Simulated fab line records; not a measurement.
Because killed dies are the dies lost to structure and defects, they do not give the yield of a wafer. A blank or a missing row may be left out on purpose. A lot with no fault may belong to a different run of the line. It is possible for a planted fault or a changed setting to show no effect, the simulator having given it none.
Which tool was responsible? | flow n5-finfet | Sampling: 9 lots, 25 wafers, 5 of 1938 route steps

== WHAT EACH GAUGE READ, for each wafer ==
N5_BEOL_M4_RC_MEAS_101.
lot  | measured     | on        | DIBL_N (mV/V)
L432 | day 7 18:09  | prober-01 | 35.5 33.2
L435 | day 8 13:13  | prober-02 | 33.3 36.9 33.6
L434 | day 8 23:31  | prober-01 | 35.7 37.6
L439 | day 9 07:47  | prober-02 | 32.3 34.5 37.8
L442 | day 10 22:55 | prober-02 | 34.5 36.6 36.0
L446 | day 12 04:50 | prober-01 | 38.4 33.5 37.6
L445 | day 12 11:16 | prober-02 | 38.2 39.7 39.1
L448 | day 12 19:57 | prober-02 | 32.4 35.0 32.9
L454 | day 14 13:26 | prober-01 | 39.8 36.3 37.8

== EACH LOT AND THE TOOL THAT RAN IT (in order: tool; ch and the chambers of the sampled wafers; start) ==
lot  | N5_BEOL_M2_ETCH_63                 | N5_BEOL_M2_ETCH_69                 | N5_BEOL_M2_ALD_98                 | N5_BEOL_M2_ETCH_41
L432 | rie-diel-05 ch 1,2, day 6 14:38    | rie-diel-04 ch 0,1, day 6 15:30    | ald-sin-02 ch 1,2, day 6 15:35    | rie-diel-05 ch 0,1, day 7 18:09 or earlier
L435 | rie-diel-04 ch 2,3, day 7 05:17    | rie-diel-05 ch 0,3, day 7 06:19    | ald-sin-02 ch 0,3, day 7 06:24    | rie-diel-04 ch 0,1,3, day 8 13:13 or earlier
L434 | rie-diel-05 ch 0,1, day 7 14:44    | rie-diel-05 ch 1,3, day 7 15:37    | ald-sin-03 ch 0,2, day 7 15:43    | rie-diel-06 ch 0,3, day 8 23:31 or earlier
L439 | rie-diel-06 ch 0,2,3, day 8 05:41  | rie-diel-05 ch 0,1,3, day 8 06:54  | ald-sin-03 ch 1,2,3, day 8 06:59  | rie-diel-05 ch 0,1,3, day 9 07:47 or earlier
L442 | rie-diel-05 ch 0,1, day 9 04:06    | rie-diel-06 ch 0,2, day 9 04:59    | ald-sin-02 ch 1,2, day 9 05:04    | rie-diel-05 ch 1,2,3, day 10 22:55 or earlier
L446 | rie-diel-06 ch 0,1,2, day 10 09:19 | rie-diel-05 ch 0,1,2, day 10 10:11 | ald-sin-02 ch 0,1,2, day 10 10:17 | rie-diel-05 ch 0,1,3, day 12 04:50 or earlier
L445 | rie-diel-04 ch 1,3, day 10 11:27   | rie-diel-05 ch 0,3, day 10 12:21   | ald-sin-02 ch 1,2,3, day 10 12:26 | rie-diel-05 ch 0,1, day 12 11:16 or earlier
L448 | rie-diel-06 ch 0,2,3, day 10 17:07 | rie-diel-06 ch 0,2,3, day 10 18:07 | ald-sin-02 ch 0,1,2, day 10 18:21 | rie-diel-06 ch 1,2, day 12 19:57 or earlier
L454 | rie-diel-04 ch 0,1,2, day 12 09:36 | rie-diel-04 ch 0,1,2, day 12 10:37 | ald-sin-03 ch 0,1, day 12 10:40   | rie-diel-05 ch 0,1,2, day 14 13:26 or earlier
- N5_BEOL_M2_ETCH_63: etches SiARC in CF4, target depth 15.6 nm, time 26 s.
- N5_BEOL_M2_ETCH_69: etches SiARC in CF4, target depth 15.6 nm, time 26 s.
- N5_BEOL_M2_ALD_98: deposits SiO2, target thk 2.5 nm, pulse time 1 s, co reactant pulse time 1 s.
- N5_BEOL_M2_ETCH_41: etches SiCN in CH3F/O2, target depth 29.9 nm, time 52.5 s.

== THE ANSWER, worked out from the rows above alone ==
Rule: the usual values come from the lots themselves. Put in order of their means at a reading, lots are off if they are a third of the lots or fewer, leave a main group of 4 or more, and stand apart from it by a gap of 3 or more times the standard deviation of the main group's means; of several such gaps the widest counts. A main group whose means are all the same, to the digits that the tables above print for the reading, isn't used. A lot without any number at a reading at which 4 lots or more have one is off too. All remaining lots with rows at the step are treated as sound.
No lot is off at any reading shown: from this, nothing can be told.

== WHAT THE SIMULATOR HAD INSERTED ==
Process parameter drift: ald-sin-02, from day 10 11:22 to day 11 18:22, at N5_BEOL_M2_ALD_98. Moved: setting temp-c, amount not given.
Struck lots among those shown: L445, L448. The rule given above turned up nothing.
